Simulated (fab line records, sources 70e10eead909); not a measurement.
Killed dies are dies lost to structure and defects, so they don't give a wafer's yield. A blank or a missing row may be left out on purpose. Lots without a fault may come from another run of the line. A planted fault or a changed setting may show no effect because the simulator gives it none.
fab line records | flow nand_harc
record lots=14 wafers=42 last_day=34
route steps=1302 shown A_ZERO_WELL@405 A_ONON_D1@428
lots that met no fault: from a run of the same line without faults
start_h: hours from the record's first day to the start of the lot's first wafer shown | wait_h: hours since the lot's step before | " the same as in the row above | L1.1+2: a row that stands for several wafers | - no value, or no start given | * or withheld: withheld | < > ~ a bound
route shown NAME@n: a module of which the file shows steps, and the number in the route of the first | usual: mean/standard deviation of fault-free wafers | same: alike in all rows | chamber/n: place in a boat | sites: the reading at each site | _std_site: their standard deviation | _edge_site: outer sites' mean less inner sites' | radius_mm: how far each site lies from the wafer's centre | mask NAME#n: copy n | behind: the tool/chamber that last shaped the wafer | hold: why the lot was held/for how many hours/how that ended | device: the transistor (n, p or np) that didn't switch | end of line: the same wafers' tests at the end of the route | a step without rows: its recipe alone | killed: dies lost to structure and defects at the first sort, not the wafer's yield | map: a wafer's dies, x killed, . not, _ none there
set.NAME: the setting as run; set.NAME@STEP: as run at that earlier step | model.NAME: the simulator's own value behind a step, which no gauge read
steps of the route over a sample of lots; a table a step, a row a wafer
services: from which hour (start_h, from the record's first day; less than 0 if before it) a tool's chamber was out of use, for how many hours, and why
## steps
# step NHARC_A_ZERO_WELL_ETCH_13
# recipe target_depth_a=1200 time_s=40.1 hbr_flow_sccm=150 cl2_flow_sccm=50 rf_w=400 icp_w=400 bias_w=100 chemistry=HBr/Cl2
# usual drypump_motor_current_A=5.6/0.43 mfc_cl2_sccm=50.00/0.16 oes_product_au=0.998/0.014 throttle_valve_pct=26.406/0.01
# columns lot.wafer tool chamber start_h wait_h drypump_motor_current_A mfc_cl2_sccm oes_product_au rf_hours_counter_h throttle_valve_pct
L932.1 rie_si-06 0 147.66 - 5.3 49.75 0.992 0.4 26.397
L932.2 " 3 " " 6.0 49.91 1.005 0.4 26.410
L932.6 " 1 " " 5.6 49.85 0.994 - 26.395
L933.2 rie_si-06 1 160.10 - 5.7 49.92 0.993 0.6 26.405
L933.4 " 3 " " 6.1 49.94 1.010 0.5 26.412
L933.5 " 1 " " 5.7 50.16 0.982 - 26.397
L934.3 rie_si-05 3 174.49 - 5.9 50.02 1.020 0.2 26.404
L934.1 " 1 " " 5.9 50.01 1.009 0.2 26.407
L934.6 " 3 " " 5.9 50.10 1.021 - 26.426
L935.4 rie_si-05 0 181.17 - 5.3 49.99 1.004 0.2 26.402
L935.3 " 1 " " 6.0 50.14 1.017 0.2 26.422
L935.6 " 2 " " 6.4 49.86 0.999 - 26.408
L936.4 rie_si-03 0 195.09 - 5.6 50.16 1.016 1.0 26.415
L936.2 " 2 " " 5.2 50.00 0.988 1.0 26.390
L936.6 " 0 " " 5.6 49.98 1.008 - 26.405
L937.3 rie_si-06 2 196.92 - 5.6 49.82 0.999 0.8 26.402
L937.4 " 3 " " 6.1 50.14 1.008 0.7 26.411
L937.5 " 1 " " 5.6 49.85 0.990 - 26.400
L939.1 rie_si-06 3 228.88 - 6.1 49.90 0.990 0.9 26.413
L939.2 " 0 " " 5.3 49.96 0.992 1.0 26.413
L939.6 " 2 " " 5.6 50.06 1.003 - 26.410
L940.4 rie_si-03 2 233.75 - 5.2 49.68 0.994 0.0 26.388
L940.3 " 1 " " 4.7 49.76 0.981 0.0 26.412
L940.5 " 2 " " 5.2 49.89 0.979 - 26.390
L945.2 rie_si-03 2 280.62 - 5.2 50.08 0.983 0.3 26.418
L945.3 " 1 " " 4.7 49.82 0.969 0.3 26.412
L945.5 " 3 " " 5.4 50.16 1.006 - 26.405
L946.4 rie_si-03 2 286.40 - 5.2 49.94 0.983 0.4 26.395
L946.2 " 0 " " 5.6 49.83 1.010 0.3 26.415
L946.6 " 2 " " 5.1 49.95 0.980 - 26.403
L950.3 rie_si-05 3 331.00 - 5.9 50.01 0.983 0.1 26.399
L950.1 " 0 " " 5.2 49.89 1.005 0.0 26.401
L950.6 " 3 " " 5.9 50.09 0.994 - 26.405
L952.1 rie_si-05 0 348.04 - 5.2 50.00 1.003 0.1 26.386
L952.3 " 1 " " 6.0 49.74 1.010 0.1 26.383
L952.6 " 2 " " 6.4 49.72 1.001 - 26.399
L953.2 rie_si-05 3 364.17 - 5.9 49.98 1.000 0.3 26.399
L953.4 " 0 " " 5.1 50.05 1.000 0.2 26.386
L953.6 " 3 " " 5.9 49.67 0.997 - 26.424
L954.1 rie_si-06 2 372.88 - 5.6 50.17 0.985 0.7 26.411
L954.3 " 3 " " 6.1 50.10 0.998 0.7 26.407
L954.5 " 1 " " 5.6 50.19 1.003 - 26.411
# step NHARC_A_ZERO_WELL_INSPECT_17
# usual raw_defect_count=9/4.7
# columns lot.wafer tool chamber start_h wait_h raw_defect_count
L932.1 defect_inspect-01 - 148.77 0.2 6
L932.2 " - " " 4
L932.6 " - " " 12
L933.2 defect_inspect-01 - 161.19 0.1 5
L933.4 " - " " 3
L933.5 " - " " 13
L934.1 defect_inspect-02 - 175.61 0.2 14
L934.3 " - " " 5
L934.6 " - " " 8
L935.3 defect_inspect-01 - 182.26 0.1 10
L935.4 " - " " 13
L935.6 " - " " 19
L936.2 defect_inspect-02 - 196.17 0.1 4
L936.4 " - " " 7
L936.6 " - " " 19
L937.3 defect_inspect-02 - 198.00 0.1 7
L937.4 " - " " 14
L937.5 " - " " 13
L939.1 defect_inspect-01 - 230.00 0.2 2
L939.2 " - " " 9
L939.6 " - " " 8
L940.3 defect_inspect-01 - 234.95 0.1 17
L940.4 " - " " 15
L940.5 " - " " 19
L945.2 defect_inspect-02 - 281.73 0.1 13
L945.3 " - " " 6
L945.5 " - " " 16
L946.2 defect_inspect-01 - 287.50 0.1 5
L946.4 " - " " 5
L946.6 " - " " 8
L950.1 defect_inspect-02 - 332.10 0.2 20
L950.3 " - " " 7
L950.6 " - " " 4
L952.1 defect_inspect-02 - 349.10 0.2 9
L952.3 " - " " 8
L952.6 " - " " 9
L953.2 defect_inspect-01 - 365.26 0.1 11
L953.4 " - " " 16
L953.6 " - " " 10
L954.1 defect_inspect-02 - 374.04 0.2 8
L954.3 " - " " 8
L954.5 " - " " 8
# step NHARC_A_ONON_D1_DEP_06
# recipe target_thk_a=10000 n2_flow_sccm=2750 n2o_flow_sccm=2000 nh3_flow_sccm=500 sih4_flow_sccm=210 temp_c=400
# columns lot.wafer tool chamber start_h wait_h
L932.1+2+6 pecvd_onon-01 0 174.58 0.1
L933.2+4+5 pecvd_onon-01 0 182.27 0.1
L934.1+3+6 pecvd_onon-03 0 198.32 0.1
L935.3+4+6 pecvd_onon-03 0 203.77 0.2
L936.2+4+6 pecvd_onon-01 0 217.08 0.1
L937.3+4+5 pecvd_onon-02 0 217.13 0.2
L939.1+2+6 pecvd_onon-03 0 252.61 0.1
L940.3+4+5 pecvd_onon-02 0 258.83 0.2
L945.2+3+5 pecvd_onon-03 0 302.43 0.1
L946.2+4+6 pecvd_onon-03 0 306.76 0.1
L950.1+3+6 pecvd_onon-01 0 356.18 0.1
L952.1+3+6 pecvd_onon-01 0 370.80 0.1
L953.2+4+6 pecvd_onon-02 0 386.63 0.1
L954.1+3+5 pecvd_onon-03 0 394.97 0.1
# step NHARC_A_ONON_D1_THK_MEAS_08
# recipe thk_meas_gauge=ellipsometry
# usual thk_nm=1004/11
# columns lot.wafer tool chamber start_h wait_h thk_nm
L932.1 film_metro-01 - 175.10 - 1000
L932.2 " - " " 998
L932.6 " - " " 998
L933.2 film_metro-01 - 182.72 - 976
L933.4 " - " " 976
L933.5 " - " " 976
L934.1 film_metro-02 - 198.83 - 1007
L934.3 " - " " 1007
L934.6 " - " " 1009
L935.3 film_metro-02 - 204.17 - 1010
L935.4 " - " " 1011
L935.6 " - " " 1009
L937.3 film_metro-01 - 217.52 - 1004
L937.4 " - " " 1004
L937.5 " - " " 1004
L936.2 film_metro-02 - 217.53 - 1026
L936.4 " - " " 1027
L936.6 " - " " 1028
L939.1 film_metro-02 - 253.12 - 1008
L939.2 " - " " 1007
L939.6 " - " " 1009
L940.3 film_metro-02 - 259.22 - 996
L940.4 " - " " 995
L940.5 " - " " 996
L945.2 film_metro-02 - 302.88 - 727
L945.3 " - " " 994
L945.5 " - " " 725
L946.2 film_metro-02 - 307.21 - 726
L946.4 " - " " 991
L946.6 " - " " 723
L950.1 film_metro-02 - 356.69 - 999
L950.3 " - " " 1000
L950.6 " - " " 999
L952.1 film_metro-02 - 371.31 - 994
L952.3 " - " " 995
L952.6 " - " " 994
L953.2 film_metro-01 - 387.08 - 1014
L953.4 " - " " 1016
L953.6 " - " " 1015
L954.1 film_metro-02 - 395.48 - 1015
L954.3 " - " " 1015
L954.5 " - " " 1016
# step NHARC_A_ONON_D1_THK_MEAS_14
# recipe thk_meas_gauge=ellipsometry
# usual thk_nm=999/11
# columns lot.wafer tool chamber start_h wait_h thk_nm
L932.1 film_metro-01 - 176.23 - 995
L932.2 " - " " 997
L932.6 " - " " 996
L933.2 film_metro-01 - 183.85 - 984
L933.4 " - " " 984
L933.5 " - " " 982
L934.1 film_metro-02 - 199.96 - 988
L934.3 " - " " 988
L934.6 " - " " 989
L935.3 film_metro-02 - 205.30 - 992
L935.4 " - " " 993
L935.6 " - " " 995
L937.3 film_metro-01 - 218.65 - 1018
L937.4 " - " " 1019
L937.5 " - " " 1019
L936.2 film_metro-02 - 218.66 - 984
L936.4 " - " " 984
L936.6 " - " " 985
L939.1 film_metro-01 - 254.25 - 1005
L939.2 " - " " 1006
L939.6 " - " " 1006
L940.3 film_metro-02 - 260.34 - 984
L940.4 " - " " 985
L940.5 " - " " 985
L945.2 film_metro-01 - 304.02 - 999
L945.3 " - " " 998
L945.5 " - " " 997
L946.2 film_metro-01 - 308.34 - 1007
L946.4 " - " " 1006
L946.6 " - " " 1005
L950.1 film_metro-02 - 357.82 - 992
L950.3 " - " " 993
L950.6 " - " " 992
L952.1 film_metro-02 - 372.44 - 982
L952.3 " - " " 984
L952.6 " - " " 981
L953.2 film_metro-02 - 388.22 - 995
L953.4 " - " " 993
L953.6 " - " " 992
L954.1 film_metro-01 - 396.61 - 1011
L954.3 " - " " 1013
L954.5 " - " " 1013
## services
# columns tool chamber start_h hours kind
rie_si-05 - 128.00 9.0 pm
rie_si-05 0 128.00 9.0 vent_cycle
rie_si-05 1 128.00 9.0 vent_cycle
rie_si-05 2 128.00 9.0 vent_cycle
rie_si-05 3 128.00 9.0 vent_cycle
rie_si-05 0 137.00 - clean
rie_si-05 1 137.00 - clean
rie_si-05 2 137.00 - clean
rie_si-05 3 137.00 - clean
rie_si-05 0 148.20 1.5 repair
pecvd_onon-02 - 185.55 13.0 pm
rie_si-05 - 203.44 1.6 repair
rie_si-03 - 221.00 9.0 pm
pecvd_onon-03 - 227.39 13.0 pm
rie_si-06 - 249.00 9.0 pm
rie_si-06 0 249.00 9.0 vent_cycle
rie_si-06 1 249.00 9.0 vent_cycle
rie_si-05 3 261.04 7.3 repair
pecvd_onon-01 - 269.64 13.0 pm
rie_si-05 - 305.00 9.0 pm
pecvd_onon-02 - 366.57 13.0 pm
rie_si-03 2 375.10 3.7 repair
rie_si-03 1 377.32 3.9 repair
rie_si-06 - 389.58 0.5 repair
## key
first_sign step=NHARC_A_ONON_D1_THK_MEAS_08 reading=thk_nm direction=down sigmas=26 usual=1004 struck=725
effect none on later readings
met_at NHARC_A_ONON_D1_DEP_06
struck_lots L945,L946
struck_wafers L945.2,L945.5,L946.2,L946.6
sort_left_out L945.2,L945.5,L946.2,L946.6
tester_left_out L945,L946
not_acting_at NHARC_A_ZERO_WELL_ETCH_13,NHARC_A_ZERO_WELL_INSPECT_17,NHARC_A_ONON_D1_THK_MEAS_14
onset_between 252.61 302.43
fault kind=process_parameter_drift tool=pecvd_onon-03 chamber=- onset_h=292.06 steps=NHARC_A_ONON_D1_DEP_06 channel=target_thk_a offset=* shape=step end_h=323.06 scope=struck_wafers_only acts_in=* stated=*
# tester_left_out: of these lots the tester's yield and bins aren't shown, on N5 and GAA mostly nor the transistor test; their killed dies are dies lost to structure and defects alone, not to doping, threshold or leakage, so they don't give the yield
# sort_left_out: the simulated sort isn't trusted on such a fault, so these wafers' sort isn't shown, and their yield isn't known
